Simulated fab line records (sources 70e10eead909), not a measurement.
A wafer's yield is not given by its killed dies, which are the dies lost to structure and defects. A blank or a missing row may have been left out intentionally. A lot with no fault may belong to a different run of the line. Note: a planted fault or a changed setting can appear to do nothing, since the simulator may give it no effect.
fab line records	flow nand-harc
record: lots: 13	wafers: 39	last-day: 33
route steps=1302 shown A_CHANNEL_FILL_D1@509 A_DECK1_JOINT@518 A_ONON_D2@549 END@1302
lots with no fault: from the same line, run without faults
start-h: start of the lot's first displayed wafer, in hours after the record's first day	wait-h: time in hours since the lot's previous step	" same as the row above	L1.1+2: several wafers, shown together as one row	- either no value or no given start	* or withheld: withheld	< > ~ a bound
route shown NAME@n: NAME is a module with steps in the file, n the number in the route of the first one	usual: average and standard deviation across the fault-free wafers	same: alike in all rows	chamber/n: place in a boat	sites: readings site by site	_std_site: the values' standard deviation	_edge_site: mean of outer sites minus mean of inner sites	radius-mm: how far each site lies from the wafer's centre	mask NAME#n: copy n	behind: the tool/chamber that last shaped the wafer	hold: why the lot was held/for how many hours/how that ended	device: the n, p or np transistor that did not switch	end of line: tests run on the same wafers once the route is complete	a step given without rows: its recipe and nothing more	killed: the dies lost at the first sort to structure and to defects; this is not the yield of the wafer	map: the dies of a wafer, with x for killed, . for not killed, _ for no die there
set.NAME: the run value of the setting; set.NAME@STEP: its run value at that earlier step	model.NAME: the simulator's own value behind a step, which no gauge read
steps of the route over a sample of lots; a table a step, a row a wafer
services: when a tool's chamber went out of use (start-h, in hours from the record's first day, below 0 if earlier), for how many hours, and the reason
== steps ==
step: NHARC_A_CHANNEL_FILL_D1_STRIP_29
recipe: time-s: 20	o2-flow-sccm: 500	ar-flow-sccm: 0	bias-w: 0	chemistry: O2
usual: drypump-motor-current-A: 5.9/0.47	oes-product-au: 0.994/0.013	rf-vpp-V: 57.6/0.95	showerhead-plenum-p-Torr: 3.48/0.14	throttle-valve-pct: 17.037/0.0092
lot.wafer	tool	chamber	start-h	wait-h	drypump-motor-current-A	oes-product-au	rf-hours-counter-h	rf-vpp-V	showerhead-plenum-p-Torr	throttle-valve-pct
L145.2	rie-diel-09	1	-	-	5.2	1.003	5.3	56.9	3.30	17.036
L145.5	"	2	"	"	5.7	0.984	-	56.2	3.45	17.042
L145.6	"	3	"	"	6.0	0.983	-	59.3	3.72	17.040
L144.1	rie-diel-05	3	248.81	0.2	6.0	0.988	0.6	57.8	3.61	17.048
L144.4	"	3	"	"	6.0	0.997	-	58.8	3.61	17.032
L144.6	"	3	"	"	6.0	0.992	-	58.2	3.61	17.016
L154.3	rie-diel-07	0	-	-	5.3	1.006	1.9	57.8	3.33	17.042
L154.1	"	1	"	"	6.3	0.982	2.1	57.5	3.38	17.047
L154.6	"	0	"	"	5.2	1.010	-	57.5	3.33	17.039
L156.3	rie-diel-07	1	-	-	6.3	0.973	2.4	57.7	3.38	17.056
L156.4	"	2	"	"	5.1	0.993	2.0	57.4	3.72	17.040
L156.1	"	3	"	"	6.5	0.992	1.7	58.0	3.40	17.047
L155.1	rie-diel-05	2	346.08	0.1	6.2	1.002	5.6	56.7	3.32	17.038
L155.2	"	3	"	"	6.0	1.000	5.7	58.8	3.60	17.043
L155.4	"	3	"	"	6.0	0.999	-	56.7	3.60	17.020
L157.4	rie-diel-05	1	373.44	0.1	6.1	1.010	5.4	58.0	3.61	17.046
L157.1	"	2	"	"	6.2	1.005	6.4	56.8	3.31	17.031
L157.6	"	0	"	"	5.4	0.990	-	58.7	3.60	17.053
L158.2	rie-diel-05	1	-	-	6.2	1.016	6.1	57.5	3.61	17.040
L158.1	"	0	"	"	5.5	0.999	7.0	58.3	3.60	17.035
L158.5	"	1	"	"	6.2	1.011	-	58.1	3.61	17.024
L159.1	rie-diel-09	0	-	-	6.4	1.012	4.2	57.6	3.44	17.039
L159.3	"	2	"	"	5.7	0.970	4.2	57.6	3.44	17.032
L159.6	"	0	"	"	6.4	1.019	-	59.7	3.44	17.069
L160.3	rie-diel-07	1	-	-	6.3	0.998	5.5	57.0	3.38	17.041
L160.2	"	3	"	"	6.5	0.990	4.6	57.5	3.39	17.026
L160.6	"	0	"	"	5.2	1.005	-	57.8	3.33	17.039
L162.4	rie-diel-09	0	-	-	6.4	1.022	6.2	56.1	3.44	17.029
L162.5	"	1	"	"	5.2	1.010	-	57.1	3.29	17.052
L162.6	"	2	"	"	5.7	0.975	-	58.3	3.44	17.054
L163.2	rie-diel-07	0	-	-	5.3	0.996	6.6	58.7	3.33	17.032
L163.3	"	1	"	"	6.3	0.994	7.6	59.2	3.38	17.040
L163.6	"	1	"	"	6.3	0.986	-	57.2	3.38	17.030
L166.3	rie-diel-07	1	449.61	0.1	6.3	0.992	8.7	58.5	3.38	17.040
L166.2	"	0	"	"	5.3	1.003	7.8	55.9	3.33	17.028
L166.4	"	3	"	"	6.5	0.990	-	59.5	3.39	17.037
L165.3	rie-diel-07	1	452.95	0.1	6.3	0.995	8.8	56.6	3.38	17.031
L165.6	"	0	"	"	5.3	1.011	-	55.5	3.33	17.045
L165.5	"	1	"	"	6.3	0.995	-	57.2	3.38	17.047
step: NHARC_A_DECK1_JOINT_ETCHBACK_07
recipe: target-depth-a: 1050	time-s: 26.9	hbr-flow-sccm: 150	rf-w: 350	icp-w: 350	bias-w: 60	chemistry: HBr
usual: drypump-motor-current-A: 5.6/0.33	oes-product-au: 0.999/0.012	throttle-valve-pct: 23.267/0.009
lot.wafer	tool	chamber	start-h	wait-h	drypump-motor-current-A	oes-product-au	rf-hours-counter-h	throttle-valve-pct
L144.1	rie-si-04	3	255.02	0.1	5.8	0.991	0.4	23.262
L144.4	"	1	"	"	5.8	1.000	0.6	23.272
L144.6	"	0	"	"	5.8	0.990	-	23.272
L145.2	rie-si-01	2	255.05	0.1	4.7	1.002	0.4	23.252
L145.6	"	0	"	"	5.7	1.003	-	23.264
L145.5	"	1	"	"	6.0	0.983	-	23.272
L154.1	rie-si-06	1	336.26	0.1	5.2	0.997	0.4	23.258
L154.3	"	0	"	"	5.9	1.004	0.4	23.271
L154.6	"	1	"	"	5.2	0.985	-	23.272
L156.1	rie-si-04	3	352.30	0.1	5.8	1.005	0	23.257
L156.4	"	0	"	"	5.8	0.998	0	23.255
L156.3	"	1	"	"	5.8	1.014	0	23.274
L155.2	rie-si-06	0	352.31	0.1	5.9	1.007	0.5	23.264
L155.4	"	1	"	"	5.2	0.989	0.5	23.246
L155.1	"	3	"	"	5.7	1.003	0.5	23.265
L157.4	rie-si-01	2	379.64	0.1	4.7	1.019	0	23.246
L157.1	"	1	"	"	6.0	0.979	0	23.262
L157.6	"	3	"	"	5.8	1.006	-	23.271
L158.2	rie-si-04	0	388.08	0.1	5.8	0.989	0.3	23.280
L158.1	"	1	"	"	5.8	1.017	0.3	23.250
L158.5	"	3	"	"	5.8	0.987	-	23.270
L159.1	rie-si-06	3	397.10	0.1	5.7	0.991	0.8	23.254
L159.3	"	0	"	"	5.9	0.998	0.8	23.271
L159.6	"	3	"	"	5.7	0.996	-	23.251
L160.3	rie-si-06	1	414.74	0.1	5.2	0.997	0.9	23.256
L160.2	"	3	"	"	5.7	0.976	0.9	23.263
L160.6	"	1	"	"	5.2	1.001	-	23.256
L162.4	rie-si-06	1	421.72	0.1	5.2	1.006	1.0	23.273
L162.5	"	1	"	"	5.2	0.994	-	23.260
L162.6	"	2	"	"	5.6	0.995	-	23.268
L163.2	rie-si-01	2	428.24	0.1	4.7	1.031	0.3	23.267
L163.3	"	1	"	"	6.0	0.979	0.2	23.247
L163.6	"	3	"	"	5.8	1.010	-	23.268
L166.2	rie-si-01	0	454.67	0.1	5.7	1.018	0.3	23.257
L166.4	"	1	"	"	6.0	0.982	0.4	23.273
L166.3	"	2	"	"	4.7	1.019	0.5	23.268
L165.3	rie-si-04	3	459.00	0.1	5.8	1.000	0.8	23.271
L165.5	"	2	"	"	5.8	0.998	-	23.257
L165.6	"	3	"	"	5.8	1.001	-	23.263
step: NHARC_A_ONON_D2_DEP_06
recipe: target-thk-a: 10000	n2-flow-sccm: 2750	n2o-flow-sccm: 2000	nh3-flow-sccm: 500	sih4-flow-sccm: 210	temp-c: 400
usual: susceptor-temp-C: 400.06/0.24
lot.wafer	tool	chamber	start-h	wait-h	susceptor-temp-C
L144.1	pecvd-onon-01	0	289.06	0.1	400.05
L144.4	"	0	"	"	400.04
L144.6	"	0	"	"	400.04
L145.2	pecvd-onon-02	0	289.43	0.1	400.04
L145.5	"	0	"	"	399.83
L145.6	"	0	"	"	399.96
L154.1	pecvd-onon-01	0	374.38	0.1	399.94
L154.3	"	0	"	"	400.00
L154.6	"	0	"	"	399.95
L156.1	pecvd-onon-04	0	389.41	0.1	400.01
L156.3	"	0	"	"	399.95
L156.4	"	0	"	"	400.29
L155.1	pecvd-onon-01	0	389.71	0.1	399.91
L155.2	"	0	"	"	399.94
L155.4	"	0	"	"	399.92
L157.1	pecvd-onon-04	0	414.10	0.1	400.52
L157.4	"	0	"	"	400.44
L157.6	"	0	"	"	400.11
L159.1	pecvd-onon-04	0	432.45	0.1	399.96
L159.3	"	0	"	"	399.99
L159.6	"	0	"	"	400.02
L158.1	pecvd-onon-04	0	433.12	0.1	400.10
L158.2	"	0	"	"	400.30
L158.5	"	0	"	"	399.89
L162.4	pecvd-onon-04	0	455.06	0.2	400.61
L162.5	"	0	"	"	400.39
L162.6	"	0	"	"	400.24
L160.2	pecvd-onon-02	0	456.41	0.1	400.52
L160.3	"	0	"	"	400.25
L160.6	"	0	"	"	400.00
L163.2	pecvd-onon-04	0	467.16	0.1	399.67
L163.3	"	0	"	"	399.79
L163.6	"	0	"	"	399.73
L166.2	pecvd-onon-01	0	486.84	0.1	400.20
L166.3	"	0	"	"	399.96
L166.4	"	0	"	"	400.07
L165.3	pecvd-onon-01	0	493.61	0.2	400.12
L165.5	"	0	"	"	399.91
L165.6	"	0	"	"	399.80
step: NHARC_A_ONON_D2_THK_MEAS_08
recipe: thk-meas-gauge: ellipsometry
usual: thk-nm: 998/6.8
lot.wafer	tool	chamber	start-h	wait-h	hold	thk-nm
L144.1	film-metro-02	-	289.57	-	-	1004
L144.4	"	-	"	"	-	1004
L144.6	"	-	"	"	-	1004
L145.2	film-metro-01	-	289.88	-	-	1001
L145.5	"	-	"	"	-	998
L145.6	"	-	"	"	-	1000
L154.1	film-metro-01	-	374.89	-	await-dispo/0.2h/release	283
L154.3	"	-	"	"	await-dispo/0.2h/release	286
L154.6	"	-	"	"	await-dispo/0.2h/release	287
L154.1	film-metro-01	-	375.06	0.2	-	285
L154.3	"	-	"	"	-	285
L154.6	"	-	"	"	-	284
L156.1	film-metro-02	-	389.94	-	-	984
L156.3	"	-	"	"	-	987
L156.4	"	-	"	"	-	984
L155.1	film-metro-02	-	390.22	-	await-dispo/0.2h/release	278
L155.2	"	-	"	"	await-dispo/0.2h/release	276
L155.4	"	-	"	"	await-dispo/0.2h/release	276
L155.1	film-metro-02	-	390.39	0.2	-	277
L155.2	"	-	"	"	-	277
L155.4	"	-	"	"	-	277
L157.1	film-metro-02	-	414.61	-	-	992
L157.4	"	-	"	"	-	993
L157.6	"	-	"	"	-	994
L159.1	film-metro-02	-	432.96	-	-	1001
L159.3	"	-	"	"	-	1000
L159.6	"	-	"	"	-	1001
L158.1	film-metro-02	-	433.63	-	-	997
L158.2	"	-	"	"	-	997
L158.5	"	-	"	"	-	997
L162.4	film-metro-02	-	455.40	-	-	1000
L162.5	"	-	"	"	-	999
L162.6	"	-	"	"	-	999
L160.2	film-metro-01	-	456.86	-	-	1003
L160.3	"	-	"	"	-	1002
L160.6	"	-	"	"	-	1002
L163.2	film-metro-02	-	467.61	-	-	990
L163.3	"	-	"	"	-	989
L163.6	"	-	"	"	-	991
L166.2	film-metro-02	-	487.30	-	-	995
L166.3	"	-	"	"	-	992
L166.4	"	-	"	"	-	994
L165.3	film-metro-02	-	494.01	-	-	986
L165.5	"	-	"	"	-	985
L165.6	"	-	"	"	-	986
step: NHARC_A_ONON_D2_THK_MEAS_30
recipe: thk-meas-gauge: ellipsometry
usual: thk-nm: 1001/7.8
lot.wafer	tool	chamber	start-h	wait-h	thk-nm
L145.2	film-metro-02	-	300.73	-	1007
L145.5	"	-	"	"	1005
L145.6	"	-	"	"	1005
L144.1	film-metro-01	-	300.75	-	1009
L144.4	"	-	"	"	1008
L144.6	"	-	"	"	1009
L156.1	film-metro-01	-	402.49	-	998
L156.3	"	-	"	"	998
L156.4	"	-	"	"	999
L157.1	film-metro-01	-	428.44	-	991
L157.4	"	-	"	"	989
L157.6	"	-	"	"	989
L158.1	film-metro-01	-	444.11	-	1005
L158.2	"	-	"	"	1005
L158.5	"	-	"	"	1005
L159.1	film-metro-02	-	444.11	-	1005
L159.3	"	-	"	"	1003
L159.6	"	-	"	"	1004
L160.2	film-metro-02	-	467.83	-	985
L160.3	"	-	"	"	986
L160.6	"	-	"	"	987
L162.4	film-metro-02	-	467.98	-	1010
L162.5	"	-	"	"	1008
L162.6	"	-	"	"	1007
L163.2	film-metro-02	-	478.71	-	1009
L163.3	"	-	"	"	1010
L163.6	"	-	"	"	1009
L166.2	film-metro-01	-	498.31	-	1007
L166.3	"	-	"	"	1006
L166.4	"	-	"	"	1007
L165.3	film-metro-02	-	508.41	-	987
L165.5	"	-	"	"	987
L165.6	"	-	"	"	986
step: NHARC_END_SORT_01
recipe: temp-c: 25
usual: defect-limited-yield: 90/3.4	killed-at-array: 61/24	killed-at-other: 1.2/1.3	killed-at-periphery: 3.7/2.6	killed-dies: 66/23	killed-open: 3.3/1.8	killed-short: 2.4/1.6
same: gross-dies: 677
lot.wafer	tool	chamber	start-h	wait-h	defect-limited-yield[%]	killed-at-array	killed-at-other	killed-at-periphery	killed-dies	killed-open	killed-short
L145.2	prober-02	0	583.05	2.8	87	87	0	3	90	5	2
L145.5	prober-02	0	585.45	3.7	91	58	0	2	60	4	3
L145.6	prober-02	0	586.25	4.0	92	51	1	4	56	1	6
L144.1	prober-01	0	589.99	2.5	97	16	0	1	17	2	1
L144.4	prober-01	0	592.44	3.4	96	22	1	4	27	4	4
L144.6	prober-01	0	594.06	4.1	95	24	4	3	31	3	3
L156.1	prober-02	0	679.34	2.5	90	66	1	2	69	3	1
L156.3	prober-02	0	680.96	3.1	88	75	2	1	78	6	2
L156.4	prober-02	0	681.77	3.4	90	65	2	3	70	5	2
L157.1	prober-01	0	703.95	2.5	92	46	2	7	55	4	1
L157.4	prober-01	0	706.35	3.4	91	53	1	7	61	3	1
L157.6	prober-01	0	707.94	4.0	91	59	2	2	63	3	4
L159.1	prober-02	0	709.59	2.5	88	75	2	4	81	4	3
L159.3	prober-02	0	711.20	3.1	87	82	0	4	86	4	5
L159.6	prober-02	0	713.60	4.0	87	83	0	3	86	3	2
L158.1	prober-01	0	716.55	2.5	90	57	3	6	66	1	2
L158.2	prober-01	0	717.35	2.8	92	47	1	5	53	3	1
L158.5	prober-01	0	719.76	3.7	93	44	3	2	49	3	2
L160.2	prober-02	0	750.81	2.8	89	70	0	3	73	3	0
L160.3	prober-02	0	751.63	3.1	88	77	1	5	83	4	3
L160.6	prober-02	0	754.08	4.1	88	75	0	6	81	0	5
L162.4	prober-01	0	771.72	3.4	89	69	0	5	74	2	1
L162.5	prober-01	0	772.53	3.7	88	78	0	3	81	3	3
L162.6	prober-01	0	773.33	4.0	85	91	0	8	99	4	2
L163.2	prober-01	0	777.94	2.8	94	29	2	9	40	4	1
L163.3	prober-01	0	778.73	3.1	94	22	3	14	39	4	3
L163.6	prober-01	0	781.12	4.0	93	34	4	7	45	1	2
L166.2	prober-02	0	781.07	2.9	94	35	2	7	44	5	3
L166.3	prober-02	0	781.86	3.1	95	25	2	6	33	6	2
L166.4	prober-02	0	782.66	3.4	95	30	1	3	34	3	3
L165.3	prober-01	0	786.49	3.1	92	51	0	5	56	2	4
L165.5	prober-01	0	788.10	3.7	90	60	0	6	66	1	3
L165.6	prober-01	0	788.90	4.0	90	67	0	3	70	5	4
killed by level:class
L145.2 A_CHANNEL_HOLE_D1:chamber-film-flake=39 A_CHANNEL_HOLE_D2:chamber-film-flake=32 A_WL_FILL:chamber-film-flake=4 A_DECK1_JOINT:geometric-particle:short=2 P_ZERO_WELL:chamber-film-flake=2 A_STAIRCASE:chamber-film-flake=2 P_M0:geometric-particle:open=1 A_DECK1_JOINT:geometric-particle:open=1
L145.5 A_CHANNEL_HOLE_D1:chamber-film-flake=23 A_CHANNEL_HOLE_D2:chamber-film-flake=23 A_CHANNEL_FILL_D2:geometric-particle:open=3 A_WL_FILL:chamber-film-flake=3 P_M0:geometric-particle:short=1 P_M2:geometric-particle:open=1 A_ONON_D1:geometric-particle:short=1 A_ONON_D2:geometric-particle:short=1
L145.6 A_CHANNEL_HOLE_D1:chamber-film-flake=22 A_CHANNEL_HOLE_D2:chamber-film-flake=15 A_STAIRCASE:chamber-film-flake=3 A_CONTACT:chamber-film-flake=3 A_CHANNEL_FILL_D1:geometric-particle:short=2 A_CHANNEL_FILL_D1:chamber-film-flake=2 A_CHANNEL_FILL_D2:chamber-film-flake=2 P_CONTACT:geometric-particle:short=1
L144.1 A_STAIRCASE:chamber-film-flake=5 A_CHANNEL_HOLE_D2:chamber-film-flake=4 A_CHANNEL_HOLE_D1:chamber-film-flake=2 A_DECK1_JOINT:chamber-film-flake=2 P_M0:geometric-particle:open=1 A_CHANNEL_FILL_D2:geometric-particle:open=1 A_CONTACT:geometric-particle:short=1 A_CHANNEL_FILL_D2:chamber-film-flake=1
L144.4 A_CHANNEL_HOLE_D2:chamber-film-flake=5 A_STAIRCASE:chamber-film-flake=3 A_CONTACT:chamber-film-flake=3 A_CHANNEL_HOLE_D1:chamber-film-flake=2 A_DECK1_JOINT:chamber-film-flake=2 P_STI:geometric-particle:short=1 P_CONTACT:geometric-particle:short=1 A_SOURCE_PLATE:geometric-particle:short=1
L144.6 A_CHANNEL_HOLE_D2:chamber-film-flake=7 A_STAIRCASE:chamber-film-flake=6 THIN_TSV:chamber-film-flake=4 A_CHANNEL_HOLE_D1:chamber-film-flake=2 A_CHANNEL_FILL_D1:chamber-film-flake=2 P_M0:geometric-particle:short=1 P_M2:geometric-particle:open=1 A_CHANNEL_HOLE_D1:geometric-particle:open=1
L156.1 A_CHANNEL_HOLE_D1:chamber-film-flake=29 A_CHANNEL_HOLE_D2:chamber-film-flake=18 A_STAIRCASE:chamber-film-flake=7 A_CONTACT:chamber-film-flake=5 A_SLIT:chamber-film-flake=2 P_M0:geometric-particle:open=1 A_CHANNEL_HOLE_D2:geometric-particle:short=1 A_BLC:geometric-particle:open=1
L156.3 A_CHANNEL_HOLE_D1:chamber-film-flake=33 A_CHANNEL_HOLE_D2:chamber-film-flake=19 A_STAIRCASE:chamber-film-flake=10 A_CHANNEL_HOLE_D1:geometric-particle:open=2 A_CHANNEL_FILL_D1:geometric-particle:short=2 A_CONTACT:chamber-film-flake=2 A_SLIT:chamber-film-flake=2 A_DECK1_JOINT:geometric-particle:open=1
L156.4 A_CHANNEL_HOLE_D1:chamber-film-flake=36 A_CHANNEL_HOLE_D2:chamber-film-flake=11 A_STAIRCASE:chamber-film-flake=6 A_SLIT:chamber-film-flake=3 A_M0:geometric-particle:open=2 P_ZERO_WELL:chamber-film-flake=2 A_CONTACT:chamber-film-flake=2 THIN_TSV:chamber-film-flake=2
L157.1 A_CHANNEL_HOLE_D1:chamber-film-flake=28 A_CHANNEL_HOLE_D2:chamber-film-flake=6 A_STAIRCASE:chamber-film-flake=4 P_CONTACT:chamber-film-flake=3 A_M0:geometric-particle:open=2 P_GATE:chamber-film-flake=2 THIN_TSV:chamber-film-flake=2 P_CONTACT:geometric-particle:open=1
L157.4 A_CHANNEL_HOLE_D1:chamber-film-flake=31 A_STAIRCASE:chamber-film-flake=8 P_GATE:chamber-film-flake=3 A_DECK1_JOINT:chamber-film-flake=3 A_CHANNEL_HOLE_D2:chamber-film-flake=3 P_ZERO_WELL:chamber-film-flake=2 A_SLIT:chamber-film-flake=2 A_CONTACT:chamber-film-flake=2
L157.6 A_CHANNEL_HOLE_D1:chamber-film-flake=32 A_CHANNEL_HOLE_D2:chamber-film-flake=6 A_STAIRCASE:chamber-film-flake=6 A_SLIT:chamber-film-flake=4 A_CHANNEL_FILL_D2:geometric-particle:short=2 THIN_TSV:chamber-film-flake=2 A_DECK1_JOINT:chamber-film-flake=2 A_DECK1_JOINT:geometric-particle:open=1
L159.1 A_CHANNEL_HOLE_D1:chamber-film-flake=34 A_CHANNEL_HOLE_D2:chamber-film-flake=23 A_CONTACT:chamber-film-flake=10 A_ZERO_WELL:chamber-film-flake=2 THIN_TSV:chamber-film-flake=2 P_GATE:geometric-particle:open=1 A_ONON_D2:geometric-particle:short=1 A_CHANNEL_FILL_D2:geometric-particle:short=1
L159.3 A_CHANNEL_HOLE_D1:chamber-film-flake=35 A_CHANNEL_HOLE_D2:chamber-film-flake=25 A_CONTACT:chamber-film-flake=7 A_SLIT:chamber-film-flake=5 P_GATE:chamber-film-flake=2 A_ZERO_WELL:chamber-film-flake=2 P_GATE:geometric-particle:open=1 P_M1:geometric-particle:short=1
L159.6 A_CHANNEL_HOLE_D1:chamber-film-flake=37 A_CHANNEL_HOLE_D2:chamber-film-flake=25 A_CONTACT:chamber-film-flake=12 P_CONTACT:geometric-particle:open=1 A_SOURCE_PLATE:geometric-particle:open=1 A_ONON_D1:geometric-particle:short=1 A_CHANNEL_FILL_D1:geometric-particle:short=1 A_DECK1_JOINT:geometric-particle:open=1
L158.1 A_CHANNEL_HOLE_D1:chamber-film-flake=42 A_STAIRCASE:chamber-film-flake=5 P_CONTACT:chamber-film-flake=4 A_CONTACT:chamber-film-flake=4 THIN_TSV:chamber-film-flake=3 A_SLIT:chamber-film-flake=2 A_ONON_D1:geometric-particle:open=1 A_ONON_D2:geometric-particle:short=1
L158.2 A_CHANNEL_HOLE_D1:chamber-film-flake=29 A_SLIT:chamber-film-flake=7 A_CONTACT:chamber-film-flake=4 A_STAIRCASE:chamber-film-flake=3 P_CONTACT:geometric-particle:open=2 P_M0:geometric-particle:open=1 A_ONON_D2:geometric-particle:short=1 P_GATE:chamber-film-flake=1
L158.5 A_CHANNEL_HOLE_D1:chamber-film-flake=31 A_SLIT:chamber-film-flake=3 THIN_TSV:chamber-film-flake=3 A_SGD_CUT:chamber-film-flake=2 A_CONTACT:chamber-film-flake=2 P_CONTACT:geometric-particle:open=1 A_CHANNEL_FILL_D1:geometric-particle:short=1 A_WL_FILL:geometric-particle:short=1
L160.2 A_CHANNEL_HOLE_D1:chamber-film-flake=32 A_CHANNEL_HOLE_D2:chamber-film-flake=28 A_SLIT:chamber-film-flake=6 P_CONTACT:geometric-particle:open=2 A_BONDPAD:chamber-film-flake=2 A_ONON_D1:geometric-particle:open=1 P_M2:chamber-film-flake=1 A_CONTACT:chamber-film-flake=1
L160.3 A_CHANNEL_HOLE_D2:chamber-film-flake=31 A_CHANNEL_HOLE_D1:chamber-film-flake=29 A_SLIT:chamber-film-flake=6 P_M2:chamber-film-flake=2 A_STAIRCASE:chamber-film-flake=2 A_CONTACT:chamber-film-flake=2 P_GATE:geometric-particle:open=1 P_CONTACT:geometric-particle:open=1
L160.6 A_CHANNEL_HOLE_D1:chamber-film-flake=32 A_CHANNEL_HOLE_D2:chamber-film-flake=28 A_SLIT:chamber-film-flake=4 P_M2:chamber-film-flake=3 P_STI:chamber-film-flake=2 A_CONTACT:chamber-film-flake=2 A_BONDPAD:chamber-film-flake=2 A_SOURCE_PLATE:geometric-particle:short=1
L162.4 A_CHANNEL_HOLE_D1:chamber-film-flake=28 A_CHANNEL_HOLE_D2:chamber-film-flake=24 A_CONTACT:chamber-film-flake=8 P_GATE:chamber-film-flake=3 A_SLIT:chamber-film-flake=3 A_WL_FILL:chamber-film-flake=2 P_M0:geometric-particle:open=1 A_CHANNEL_HOLE_D1:geometric-particle:short=1
L162.5 A_CHANNEL_HOLE_D1:chamber-film-flake=30 A_CHANNEL_HOLE_D2:chamber-film-flake=27 A_CONTACT:chamber-film-flake=11 P_GATE:chamber-film-flake=3 A_CHANNEL_FILL_D2:chamber-film-flake=2 A_ONON_D1:geometric-particle:open=1 A_CHANNEL_HOLE_D1:geometric-particle:short=1 A_CHANNEL_FILL_D1:geometric-particle:short=1
L162.6 A_CHANNEL_HOLE_D1:chamber-film-flake=39 A_CHANNEL_HOLE_D2:chamber-film-flake=30 A_CONTACT:chamber-film-flake=9 A_SLIT:chamber-film-flake=8 P_GATE:chamber-film-flake=3 P_M0:geometric-particle:open=2 A_STAIRCASE:chamber-film-flake=2 P_CONTACT:geometric-particle:open=1
L163.2 A_CHANNEL_HOLE_D1:chamber-film-flake=15 P_STI:chamber-film-flake=5 A_SLIT:chamber-film-flake=4 P_GATE:chamber-film-flake=3 A_CHANNEL_FILL_D2:chamber-film-flake=2 A_STAIRCASE:chamber-film-flake=2 P_M1:geometric-particle:open=1 A_ONON_D1:geometric-particle:short=1
L163.3 P_STI:chamber-film-flake=9 A_CHANNEL_HOLE_D1:chamber-film-flake=7 A_SLIT:chamber-film-flake=6 P_GATE:chamber-film-flake=2 A_CHANNEL_FILL_D2:chamber-film-flake=2 A_STAIRCASE:chamber-film-flake=2 THIN_TSV:chamber-film-flake=2 P_CONTACT:geometric-particle:short=1
L166.2 A_CONTACT:chamber-film-flake=17 A_SLIT:chamber-film-flake=8 P_GATE:chamber-film-flake=5 A_ONON_D2:geometric-particle:short=2 THIN_TSV:chamber-film-flake=2 P_M0:geometric-particle:open=1 A_ONON_D1:geometric-particle:open=1 A_CHANNEL_HOLE_D1:geometric-particle:short=1
L163.6 A_CHANNEL_HOLE_D1:chamber-film-flake=15 A_SLIT:chamber-film-flake=8 P_STI:chamber-film-flake=5 THIN_TSV:chamber-film-flake=4 A_CHANNEL_FILL_D2:chamber-film-flake=3 P_GATE:chamber-film-flake=2 A_DECK1_JOINT:chamber-film-flake=2 A_STAIRCASE:chamber-film-flake=2
L166.3 A_CONTACT:chamber-film-flake=11 A_SLIT:chamber-film-flake=7 P_GATE:chamber-film-flake=3 THIN_TSV:chamber-film-flake=2 P_CONTACT:geometric-particle:open=1 P_M1:geometric-particle:open=1 A_ONON_D1:geometric-particle:open=1 A_CHANNEL_FILL_D1:geometric-particle:open=1
L166.4 A_CONTACT:chamber-film-flake=10 A_SLIT:chamber-film-flake=9 A_STAIRCASE:chamber-film-flake=5 P_GATE:geometric-particle:open=1 P_M2:geometric-particle:open=1 A_ONON_D1:geometric-particle:short=1 A_CHANNEL_FILL_D2:geometric-particle:short=1 A_M0:geometric-particle:open=1
L165.3 A_SLIT:chamber-film-flake=28 A_CHANNEL_HOLE_D1:chamber-film-flake=13 A_CONTACT:chamber-film-flake=4 P_STI:chamber-film-flake=2 P_M0:geometric-particle:short=1 A_ONON_D1:geometric-particle:open=1 A_CHANNEL_HOLE_D1:geometric-particle:short=1 A_CHANNEL_FILL_D1:geometric-particle:short=1
L165.5 A_SLIT:chamber-film-flake=27 A_CHANNEL_HOLE_D1:chamber-film-flake=17 A_CONTACT:chamber-film-flake=8 P_STI:chamber-film-flake=3 A_CHANNEL_HOLE_D2:chamber-film-flake=3 A_SOURCE_PLATE:geometric-particle:short=2 A_ZERO_WELL:chamber-film-flake=2 P_CONTACT:geometric-particle:open=1
L165.6 A_SLIT:chamber-film-flake=27 A_CHANNEL_HOLE_D1:chamber-film-flake=17 A_ZERO_WELL:chamber-film-flake=6 A_CONTACT:chamber-film-flake=5 A_STAIRCASE:chamber-film-flake=4 A_ONON_D2:geometric-particle:short=2 A_M0:geometric-particle:open=2 P_CONTACT:geometric-particle:open=1
== services ==
tool	chamber	start-h	hours	kind
rie-diel-05	-	229.92	9.0	pm
rie-diel-05	1	239.71	17.7	repair
rie-diel-05	2	244.97	7.2	repair
rie-si-06	-	249.00	9.0	pm
pecvd-onon-01	-	269.00	13.0	pm
rie-diel-05	0	292.92	1.4	repair
pecvd-onon-04	-	311.00	13.0	pm
rie-si-04	1	312.28	2.0	repair
rie-diel-07	1	331.49	2.8	repair
rie-si-04	-	342.00	9.0	pm
rie-diel-05	1	345.34	7.7	repair
rie-diel-05	2	363.08	10.3	repair
rie-si-01	-	370.00	9.0	pm
rie-diel-05	0	394.00	1.4	repair
rie-si-01	1	400.29	2.9	repair
rie-diel-05	-	406.92	9.0	pm
rie-si-06	0	411.83	3.5	repair
rie-si-06	-	426.00	9.0	pm
rie-diel-07	2	448.62	4.6	repair
pecvd-onon-01	-	450.00	13.0	pm
rie-diel-05	-	451.09	2.2	repair
rie-si-04	3	468.30	10.7	repair
rie-diel-07	-	471.21	9.0	pm
pecvd-onon-04	-	492.00	13.0	pm
== key ==
first-sign: step: NHARC_A_ONON_D2_THK_MEAS_08	reading: visit	direction: added
effect: step: NHARC_A_ONON_D2_THK_MEAS_08	reading: thk-nm	direction: down	sigmas: 99+	usual: 998	struck: 281
met-at NHARC_A_ONON_D2_DEP_06
struck-lots L154,L155
scrapped-behind NHARC_A_ONON_D2_THK_MEAS_08 L154.1,L154.3,L154.6,L155.1,L155.2,L155.4
not-acting-at NHARC_A_CHANNEL_FILL_D1_STRIP_29,NHARC_A_DECK1_JOINT_ETCHBACK_07,NHARC_A_ONON_D2_THK_MEAS_30
onset-between 289.06 374.38
fault: kind: process-parameter-drift	tool: pecvd-onon-01	chamber: -	onset-h: 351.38	steps: NHARC_A_ONON_D2_DEP_06	channel: target-thk-a	offset: *	shape: step	end-h: 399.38	acts-in: *	stated: *
